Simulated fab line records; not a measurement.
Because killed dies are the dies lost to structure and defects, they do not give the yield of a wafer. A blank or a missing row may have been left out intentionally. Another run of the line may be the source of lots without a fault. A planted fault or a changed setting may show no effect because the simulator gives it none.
Which tool did it?	flow n5-finfet	63 wafers from 21 lots sampled at 6 of the route's 1938 steps

== WHAT THE GAUGES SHOWED, per wafer ==
The record lacks any reading of a measuring or inspecting step that a usual standard deviation could be used to judge.

== EACH LOT AND THE TOOL THAT RAN IT (in order: tool; ch and the chambers of the sampled wafers; start) ==
lot	N5_BEOL_M8_STRIP_80	N5_BEOL_M8_SPUTTER_48	N5_BEOL_M9_PECVD_70	N5_BEOL_M9_HM_OPEN_17	N5_BEOL_M9_STRIP_36	N5_BEOL_M9_STRIP_80
L074	rie-diel-05 ch 1,2, day 9 10:55 or earlier	pvd-sputter-03, day 9 10:55	pecvd-03 ch 0,1,2, day 9 12:59	rie-metal-01 ch 0, day 9 15:41	rie-diel-02 ch 0,3, day 9 19:09	rie-diel-02 ch 0,3, no start
L075	rie-diel-05 ch 0,2,3, day 9 23:34 or earlier	pvd-sputter-02, day 9 23:34	pecvd-03 ch 0,1,2, day 10 01:48	rie-metal-03 ch 0,1, day 10 04:14	rie-diel-01 ch 1,2, day 10 05:25	rie-diel-01 ch 1,2, no start
L076	rie-diel-05 ch 1,3, day 10 05:02 or earlier	pvd-sputter-01, day 10 05:02	pecvd-03 ch 1,2, day 10 07:10	rie-metal-02 ch 0, day 10 09:55	rie-diel-06 ch 1,2,3, day 10 12:20	rie-diel-06 ch 1,2,3, no start
L077	rie-diel-05 ch 0,1,2, day 10 09:20 or earlier	pvd-sputter-02, day 10 09:20	pecvd-04 ch 0, day 10 11:32	rie-metal-02 ch 0, day 10 13:26	rie-diel-06 ch 1,2, day 10 14:28	rie-diel-06 ch 1,2, no start
L079	rie-diel-03 ch 1,3, day 10 20:23 or earlier	pvd-sputter-01, day 10 20:23	pecvd-03 ch 0,2, day 10 22:07	rie-metal-01 ch 0,1, day 11 00:16	rie-diel-01 ch 0,1, day 11 02:35	rie-diel-01 ch 0,1, no start
L081	rie-diel-04 ch 0,1, day 11 08:17 or earlier	pvd-sputter-02, day 11 08:17	pecvd-03 ch 0,2, day 11 10:04	rie-metal-01 ch 0,1, day 11 12:43	rie-diel-06 ch 0,2,3, day 11 13:41	rie-diel-06 ch 0,2,3, no start
L080	rie-diel-05 ch 0,2, day 11 09:08 or earlier	pvd-sputter-01, day 11 09:08	pecvd-01 ch 0,1,2, day 11 11:40	rie-metal-03 ch 0,1, day 11 14:11	rie-diel-01 ch 0,2,3, day 11 15:59	rie-diel-01 ch 0,2,3, no start
L083	rie-diel-04 ch 0,1,2, day 11 14:43 or earlier	pvd-sputter-03, day 11 14:43	pecvd-01 ch 1,2, day 11 16:21	rie-metal-03 ch 1, day 11 18:34	rie-diel-02 ch 0,1,2, day 11 21:47	rie-diel-02 ch 0,1,2, no start
L082	rie-diel-03 ch 0,1,2, day 11 17:09 or earlier	pvd-sputter-01, day 11 17:09	pecvd-04 ch 0,2, day 11 18:55	rie-metal-01 ch 0,1, day 11 22:17	rie-diel-02 ch 0,1,2, day 11 23:16	rie-diel-02 ch 0,1,2, no start
L084	rie-diel-05 ch 0,2, day 12 11:37 or earlier	pvd-sputter-01, day 12 11:37	pecvd-04 ch 0,1,2, day 12 13:41	rie-metal-03 ch 0,1, day 12 14:52	rie-diel-01 ch 2,3, day 12 16:26	rie-diel-01 ch 2,3, no start
L085	rie-diel-04 ch 0,1,2, day 12 14:13 or earlier	pvd-sputter-01, day 12 14:13	pecvd-01 ch 0,2, day 12 15:57	rie-metal-01 ch 0,1, day 12 18:13	rie-diel-01 ch 0,3, day 12 20:13	rie-diel-01 ch 0,3, no start
L086	rie-diel-03 ch 1,2,3, day 12 17:18 or earlier	pvd-sputter-02, day 12 17:18	pecvd-04 ch 0, day 12 19:08	rie-metal-01 ch 1, day 12 21:16	rie-diel-01 ch 0,3, day 13 00:43	rie-diel-01 ch 0,3, no start
L087	rie-diel-04 ch 0,3, day 12 18:12 or earlier	pvd-sputter-02, day 12 18:12	pecvd-01 ch 0,1,2, day 12 19:56	rie-metal-03 ch 0,1, day 12 21:31	rie-diel-06 ch 0,1,2, day 13 00:34	rie-diel-06 ch 0,1,2, no start
L088	rie-diel-03 ch 0,3, day 12 22:23 or earlier	pvd-sputter-01, day 12 22:23	pecvd-04 ch 1,2, day 13 00:05	rie-metal-02 ch 0,1, day 13 01:53	rie-diel-02 ch 1,2,3, day 13 02:55	rie-diel-02 ch 1,2,3, no start
L089	rie-diel-05 ch 0,1, day 13 13:35 or earlier	pvd-sputter-03, day 13 13:35	pecvd-01 ch 1,2, day 13 15:30	rie-metal-01 ch 0,1, day 13 17:55	rie-diel-02 ch 0,1, day 13 19:47	rie-diel-02 ch 0,1, no start
L090	rie-diel-05 ch 0,3, day 13 21:43 or earlier	pvd-sputter-02, day 13 21:43	pecvd-01 ch 0,1,2, day 13 23:51	rie-metal-02 ch 0,1, day 14 01:14	rie-diel-06 ch 0,2, day 14 05:17	rie-diel-06 ch 0,2, no start
L091	rie-diel-05 ch 3, day 14 01:40 or earlier	pvd-sputter-01, day 14 01:40	pecvd-01 ch 0,2, day 14 03:17	rie-metal-03 ch 0,1, day 14 04:42	rie-diel-06 ch 0,2, day 14 06:08	rie-diel-06 ch 0,2, no start
L096	rie-diel-05 ch 0,1,2, day 15 14:15 or earlier	pvd-sputter-01, day 15 14:15	pecvd-01 ch 0,1,2, day 15 15:54	rie-metal-02 ch 0,1, day 15 17:18	rie-diel-02 ch 0,1,2, day 15 19:58	rie-diel-02 ch 0,1,2, no start
L094	rie-diel-04 ch 0,2,3, day 15 15:35 or earlier	pvd-sputter-01, day 15 15:35	pecvd-04 ch 0,1,2, day 15 17:17	rie-metal-03 ch 0,1, day 15 21:37	rie-diel-06 ch 0,1, day 16 00:02	rie-diel-06 ch 0,1, no start
L095	rie-diel-03 ch 0,2,3, day 15 21:41 or earlier	pvd-sputter-03, day 15 21:41	pecvd-03 ch 0,2, day 16 01:17	rie-metal-03 ch 0, day 16 02:53	rie-diel-06 ch 0,3, day 16 03:49	rie-diel-06 ch 0,3, no start
L097	rie-diel-04 ch 1,3, day 16 16:05 or earlier	pvd-sputter-01, day 16 16:05	pecvd-03 ch 0,1,2, day 16 17:53	rie-metal-02 ch 0,1, day 16 19:28	rie-diel-02 ch 1,3, day 16 20:38	rie-diel-02 ch 1,3, no start
- N5_BEOL_M8_STRIP_80: strips in N2/H2, time 10 s.
- N5_BEOL_M8_SPUTTER_48: material Cu, target thk 10 nm, time 1.667 s.
- N5_BEOL_M9_PECVD_70: deposits SiO2 from TEOS/O2, target thk 20 nm, time 22.7 s.
- N5_BEOL_M9_HM_OPEN_17: chemistry Cl2/BCl3, target TiN, target depth 20 nm, overetch 6 nm.
- N5_BEOL_M9_STRIP_36: strips in N2/H2.
- N5_BEOL_M9_STRIP_80: strips in N2/H2, time 10 s.

== WHAT THE TOOLS THEMSELVES READ (means of the sampled wafers that have a number; where no wafer has one, the mark that the record gives instead) ==
N5_BEOL_M8_STRIP_80. Usual: drypump-motor-current-A 5.8 A, standard deviation 0.43; oes-product-au 0.82 a.u., standard deviation 0.093; rf-vpp-V 59.1 V, standard deviation 0.9; showerhead-plenum-p-Torr 2.56 Torr, standard deviation 0.097; temp-c 40.01 C, standard deviation 0.11; throttle-valve-pct 23.6 %, standard deviation 0.33.
lot	tool	drypump-motor-current-A (A)	oes-product-au (a.u.)	rf-vpp-V (V)	showerhead-plenum-p-Torr (Torr)	temp-c (C)	throttle-valve-pct (%)	flag
L074	rie-diel-05	5.3	0.83	59.7	2.61	40.00	23.5	
L075	rie-diel-05	5.8	0.79	59.1	2.63	40.04	23.6	
L076	rie-diel-05	5.7	0.69	58.2	2.47	40.13	23.4	
L077	rie-diel-05	5.8	0.80	59.3	2.59	39.92	23.6	
L079	rie-diel-03	5.6	0.88	59.6	2.50	40.03	23.6	
L081	rie-diel-04	6.3	0.91	59.3	2.58	40.05	23.9	
L080	rie-diel-05	6.1	0.81	59.3	2.68	39.92	23.8	
L083	rie-diel-04	6.0	0.82	58.9	2.52	40.05	23.8	
L082	rie-diel-03	5.8	0.81	59.2	2.63	40.00	23.4	
L084	rie-diel-05	6.1	0.80	58.9	2.68	40.00	23.8	
L085	rie-diel-04	6.0	0.81	58.7	2.52	40.12	23.8	
L086	rie-diel-03	5.7	0.86	59.6	2.58	39.94	23.5	
L087	rie-diel-04	6.2	0.91	59.7	2.58	40.04	23.9	
L088	rie-diel-03	5.6	0.90	59.0	2.50	40.14	23.2	
L089	rie-diel-05	6.3	0.73	58.6	2.57	40.04	23.8	
L090	rie-diel-05	6.0	0.93	59.2	2.55	40.00	23.4	
L091	rie-diel-05	5.7	0.98	59.4	2.49	40.06	23.2	
L096	rie-diel-05	5.8	0.85	59.8	2.68	39.92	23.6	
L094	rie-diel-04	5.9	0.80	60.1	2.51	40.00	23.8	
L095	rie-diel-03	5.7	0.88	59.3	2.57	40.05	23.1	
L097	rie-diel-04	5.8	0.82	59.4	2.57	40.01	23.5	

N5_BEOL_M8_SPUTTER_48. Usual: bias-v 59.9 V, standard deviation 0.54; throttle-valve-pct 29.9 %, standard deviation 1.
lot	tool	bias-v (V)	throttle-valve-pct (%)	flag
L074	pvd-sputter-03	60.3	31.5	
L075	pvd-sputter-02	59.9	30.2	
L076	pvd-sputter-01	59.6	29.4	
L077	pvd-sputter-02	60.2	30.9	
L079	pvd-sputter-01	59.6	28.7	
L081	pvd-sputter-02	60.1	30.7	
L080	pvd-sputter-01	59.7	29.3	
L083	pvd-sputter-03	59.7	30.0	
L082	pvd-sputter-01	60.3	28.7	
L084	pvd-sputter-01	59.7	28.8	
L085	pvd-sputter-01	59.9	30.0	
L086	pvd-sputter-02	59.6	30.5	
L087	pvd-sputter-02	59.8	30.6	
L088	pvd-sputter-01	60.1	28.7	
L089	pvd-sputter-03	60.0	30.8	
L090	pvd-sputter-02	60.3	30.5	
L091	pvd-sputter-01	60.2	29.5	
L096	pvd-sputter-01	60.0	28.8	
L094	pvd-sputter-01	60.2	28.6	
L095	pvd-sputter-03	60.0	31.0	
L097	pvd-sputter-01	59.8	28.7	

N5_BEOL_M9_PECVD_70. Usual: heater-power-w 709 W, standard deviation 89; showerhead-plenum-p-Torr 8.81 Torr, standard deviation 0.048; showerhead-vpp-V 1262 V, standard deviation 66; throttle-valve-pct 22.3 %, standard deviation 1.2.
lot	tool	heater-power-w (W)	showerhead-plenum-p-Torr (Torr)	showerhead-vpp-V (V)	throttle-valve-pct (%)	flag
L074	pecvd-03	719	8.77	1302	22.8	
L075	pecvd-03	677	8.76	1311	22.7	
L076	pecvd-03	652	8.77	1316	21.9	
L077	pecvd-04	703	8.89	1228	23.3	
L079	pecvd-03	694	8.81	1236	22.7	
L081	pecvd-03	749	8.79	1257	21.8	
L080	pecvd-01	782	8.83	1256	21.6	
L083	pecvd-01	783	8.81	1247	22.2	
L082	pecvd-04	593	8.77	1214	21.8	
L084	pecvd-04	632	8.82	1218	22.4	
L085	pecvd-01	838	8.82	1273	21.6	
L086	pecvd-04	712	8.88	1230	23.4	
L087	pecvd-01	746	8.82	1263	21.6	
L088	pecvd-04	661	8.80	1218	22.2	
L089	pecvd-01	699	8.82	1228	22.1	
L090	pecvd-01	746	8.82	1262	21.8	
L091	pecvd-01	827	8.82	1287	21.7	
L096	pecvd-01	759	8.83	1255	21.9	
L094	pecvd-04	640	8.81	1228	22.5	
L095	pecvd-03	714	8.81	1259	22.0	
L097	pecvd-03	710	8.77	1312	22.8	

N5_BEOL_M9_HM_OPEN_17. Usual: drypump-motor-current-A 5.4 A, standard deviation 0.38; he-backside-leak-sccm 3.28 sccm, standard deviation 0.25; oes-product-au 0.70 a.u., standard deviation 0.068; throttle-valve-pct 22.1 %, standard deviation 0.37.
lot	tool	drypump-motor-current-A (A)	he-backside-leak-sccm (sccm)	oes-product-au (a.u.)	throttle-valve-pct (%)	flag
L074	rie-metal-01	5.0	3.29	0.64	21.6	
L075	rie-metal-03	5.5	3.28	0.70	22.5	
L076	rie-metal-02	6.0	3.20	0.76	21.6	
L077	rie-metal-02	6.0	3.24	0.76	21.6	
L079	rie-metal-01	5.1	3.33	0.74	22.0	
L081	rie-metal-01	5.1	3.25	0.74	22.1	
L080	rie-metal-03	5.5	3.30	0.70	22.5	
L083	rie-metal-03	5.3	3.96	0.62	22.3	
L082	rie-metal-01	5.1	3.16	0.74	22.0	
L084	rie-metal-03	5.5	3.33	0.69	22.5	
L085	rie-metal-01	5.1	3.35	0.68	21.9	
L086	rie-metal-01	5.1	2.97	0.78	22.3	
L087	rie-metal-03	5.5	3.32	0.69	22.5	
L088	rie-metal-02	6.1	3.33	0.77	22.1	
L089	rie-metal-01	5.1	3.23	0.72	22.1	
L090	rie-metal-02	6.0	3.45	0.75	21.8	
L091	rie-metal-03	5.4	3.25	0.65	22.4	
L096	rie-metal-02	6.0	3.32	0.73	21.9	
L094	rie-metal-03	5.5	3.27	0.68	22.5	
L095	rie-metal-03	5.6	3.41	0.72	22.6	
L097	rie-metal-02	6.0	3.32	0.72	21.9	

N5_BEOL_M9_STRIP_36. Usual: drypump-motor-current-A is 5.7 A with standard deviation 0.39, oes-product-au is 0.81 a.u. with standard deviation 0.096, power-w is 450.1 W with standard deviation 1.4, rf-vpp-V is 59.2 V with standard deviation 1.5, showerhead-plenum-p-Torr is 2.54 Torr with standard deviation 0.081, temp-c is 40.00 C with standard deviation 0.1, and throttle-valve-pct is 23.60 % with standard deviation 0.23.
lot	tool	drypump-motor-current-A (A)	oes-product-au (a.u.)	power-w (W)	rf-vpp-V (V)	showerhead-plenum-p-Torr (Torr)	temp-c (C)	throttle-valve-pct (%)	flag
L074	rie-diel-02	6.1	0.66	450.0	58.4	2.42	40.03	23.75	
L075	rie-diel-01	6.2	0.81	449.2	59.9	2.49	39.91	23.56	
L076	rie-diel-06	5.4	0.85	450.4	59.1	2.57	39.93	23.55	
L077	rie-diel-06	5.3	0.79	449.4	59.5	2.59	40.10	23.77	
L079	rie-diel-01	6.1	0.83	450.3	58.0	2.49	40.08	23.54	
L081	rie-diel-06	5.5	0.82	449.8	59.7	2.55	39.91	23.70	
L080	rie-diel-01	5.6	0.75	449.3	60.3	2.57	40.09	23.59	
L083	rie-diel-02	5.6	0.80	450.2	60.2	2.59	40.04	23.67	
L082	rie-diel-02	5.6	0.79	449.5	58.8	2.59	40.00	23.68	
L084	rie-diel-01	5.7	0.72	451.6	59.0	2.56	39.99	23.66	
L085	rie-diel-01	5.6	0.77	450.4	59.8	2.56	40.05	23.57	
L086	rie-diel-01	5.7	0.78	449.6	58.9	2.60	39.83	23.49	
L087	rie-diel-06	5.5	0.84	450.3	58.5	2.53	40.11	23.70	
L088	rie-diel-02	5.8	0.80	450.4	58.8	2.51	39.91	23.56	
L089	rie-diel-02	5.5	0.78	450.2	59.6	2.51	40.13	23.56	
L090	rie-diel-06	5.4	0.76	451.0	59.4	2.57	39.99	23.95	
L091	rie-diel-06	5.4	0.74	449.2	59.9	2.57	39.83	23.95	
L096	rie-diel-02	5.6	0.75	451.9	60.7	2.57	40.00	23.71	
L094	rie-diel-06	5.6	0.88	451.1	60.8	2.49	40.10	23.52	
L095	rie-diel-06	5.6	0.82	450.8	58.8	2.51	39.99	23.53	
L097	rie-diel-02	6.0	0.86	449.2	56.0	2.45	39.97	23.40	

N5_BEOL_M9_STRIP_80. Usual: drypump-motor-current-A 5.7 A, standard deviation 0.39; oes-product-au 0.81 a.u., standard deviation 0.094; rf-vpp-V 59.1 V, standard deviation 0.96; showerhead-plenum-p-Torr 2.54 Torr, standard deviation 0.081; temp-c 39.99 C, standard deviation 0.12; throttle-valve-pct 23.60 %, standard deviation 0.23.
lot	tool	drypump-motor-current-A (A)	oes-product-au (a.u.)	rf-vpp-V (V)	showerhead-plenum-p-Torr (Torr)	temp-c (C)	throttle-valve-pct (%)	flag
L074	rie-diel-02	6.1	0.67	58.8	2.42	39.94	23.75	
L075	rie-diel-01	6.2	0.82	58.8	2.49	40.07	23.58	
L076	rie-diel-06	5.4	0.86	59.6	2.57	39.95	23.55	
L077	rie-diel-06	5.3	0.80	59.1	2.59	39.98	23.77	
L079	rie-diel-01	6.1	0.83	59.1	2.49	39.86	23.53	
L081	rie-diel-06	5.5	0.82	59.0	2.55	40.01	23.69	
L080	rie-diel-01	5.6	0.76	59.4	2.57	40.00	23.60	
L083	rie-diel-02	5.6	0.79	59.7	2.59	39.87	23.68	
L082	rie-diel-02	5.6	0.79	58.9	2.59	40.06	23.67	
L084	rie-diel-01	5.7	0.73	58.7	2.56	39.96	23.65	
L085	rie-diel-01	5.6	0.77	59.3	2.56	40.05	23.57	
L086	rie-diel-01	5.7	0.78	58.3	2.60	40.09	23.50	
L087	rie-diel-06	5.5	0.84	59.6	2.53	39.87	23.70	
L088	rie-diel-02	5.8	0.80	58.6	2.51	40.09	23.57	
L089	rie-diel-02	5.4	0.78	58.5	2.51	39.97	23.54	
L090	rie-diel-06	5.4	0.75	59.5	2.57	40.04	23.95	
L091	rie-diel-06	5.4	0.75	58.6	2.57	40.14	23.96	
L096	rie-diel-02	5.6	0.75	58.5	2.57	39.94	23.73	
L094	rie-diel-06	5.6	0.88	59.6	2.49	39.98	23.52	
L095	rie-diel-06	5.6	0.82	59.6	2.51	39.99	23.53	
L097	rie-diel-02	6.0	0.86	59.1	2.45	39.99	23.38	

== THE ANSWER, worked out from the rows above alone ==
Rule: take the mean of a lot's wafers that have a number; if it is more than 3 standard deviations from the usual mean, the lot is off. A lot without any number at a reading at which 4 lots or more have one is off too. The other lots that the step has rows for count as sound. After the gauges, taken in route order, come the tools' own readings; for these a lot's mean is taken, as printed above. The first step at which some lot is off is used, and at that step the reading that is off furthest; a lot without a number counts as furthest.
No lot is off on any of the readings shown, so nothing can be concluded from this.

== WHAT THE SIMULATOR PUT IN ==
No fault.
